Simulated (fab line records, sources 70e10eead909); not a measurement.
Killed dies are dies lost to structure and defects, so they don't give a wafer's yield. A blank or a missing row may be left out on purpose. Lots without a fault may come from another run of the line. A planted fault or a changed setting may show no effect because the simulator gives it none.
Chamber matching | flow nand_harc | NHARC_A_STAIRCASE_TRIM_187 on rie_diel-05: 4 sister chambers
The step chemistry O2, time 211.2 s. 18 wafers are shown with their chamber, then 9 later ones without.

WAFERS WITH THEIR CHAMBER
wafer  | chamber | showerhead_plenum_p_Torr (Torr) | drypump_motor_current_A (A) | oes_product_au (a.u.)
L075.4 | 3       | 3.42                            | 5.8                         | 0.987
L075.5 | 0       | 3.40                            | 5.4                         | 0.976
L075.6 | 1       | 3.71                            | 6.5                         | 1.004
L076.1 | 3       | 3.42                            | 5.8                         | 0.996
L076.4 | 1       | 3.71                            | 6.5                         | 0.996
L076.6 | 3       | 3.42                            | 5.8                         | 1.001
L078.3 | 3       | 3.42                            | 5.8                         | 0.996
L078.5 | 2       | 3.45                            | 6.1                         | 1.006
L078.6 | 1       | 3.71                            | 6.6                         | 0.999
L087.1 | 2       | 3.44                            | 6.1                         | 0.995
L087.4 | 3       | 3.41                            | 5.8                         | 0.993
L087.6 | 0       | 3.38                            | 5.4                         | 0.992
L086.1 | 1       | 3.70                            | 6.5                         | 1.000
L086.2 | 3       | 3.41                            | 5.8                         | 1.014
L086.6 | 2       | 3.44                            | 6.2                         | 1.017
L088.1 | 3       | 3.41                            | 5.8                         | 1.010
L088.3 | 2       | 3.44                            | 6.1                         | 1.006
L088.5 | 0       | 3.38                            | 5.4                         | 0.997

SIGNATURES (means of the wafers above)
reading                  | chamber 0 | chamber 1 | chamber 2 | chamber 3 | scatter within a chamber
showerhead_plenum_p_Torr | 3.3867    | 3.7075    | 3.4425    | 3.4157    | 0.00648
drypump_motor_current_A  | 5.400     | 6.525     | 6.125     | 5.800     | 0.0327
oes_product_au           | 0.98833   | 0.99975   | 1.00600   | 0.99957   | 0.00871
Rule: a wafer's distance from a chamber is the root of the sum, over the readings, of the square of ((its reading less the chamber's mean) divided by the reading's scatter). The wafer belongs to the nearest chamber; if the next one is less than 2 further off, it can't be placed. The scatter: the root of (the sum of the squares of (reading less its chamber's mean) over the shown wafers, divided by (wafers less chambers)).

WAFERS WITHOUT THEIR CHAMBER
wafer  | showerhead_plenum_p_Torr (Torr) | drypump_motor_current_A (A) | oes_product_au (a.u.)
L090.2 | 3.38                            | 5.4                         | 0.995
L090.3 | 3.41                            | 5.8                         | 1.001
L090.6 | 3.41                            | 5.8                         | 1.009
L089.1 | 3.38                            | 5.4                         | 0.991
L089.4 | 3.44                            | 6.1                         | 1.021
L089.5 | 3.41                            | 5.8                         | 1.003
L097.1 | 3.37                            | 5.4                         | 1.000
L097.5 | 3.37                            | 5.4                         | 0.995
L097.6 | 3.69                            | 6.5                         | 1.019

WHICH CHAMBER EACH WENT THROUGH
wafer  | from the rows above | in truth
L090.2 | 0                   | 0
L090.3 | 3                   | 3
L090.6 | 3                   | 3
L089.1 | 0                   | 0
L089.4 | 2                   | 2
L089.5 | 3                   | 3
L097.1 | 0                   | 0
L097.5 | 0                   | 0
L097.6 | 1                   | 1
Placed correctly: 9 of 9. Can't be placed from these rows: 0. Placed wrongly: 0.
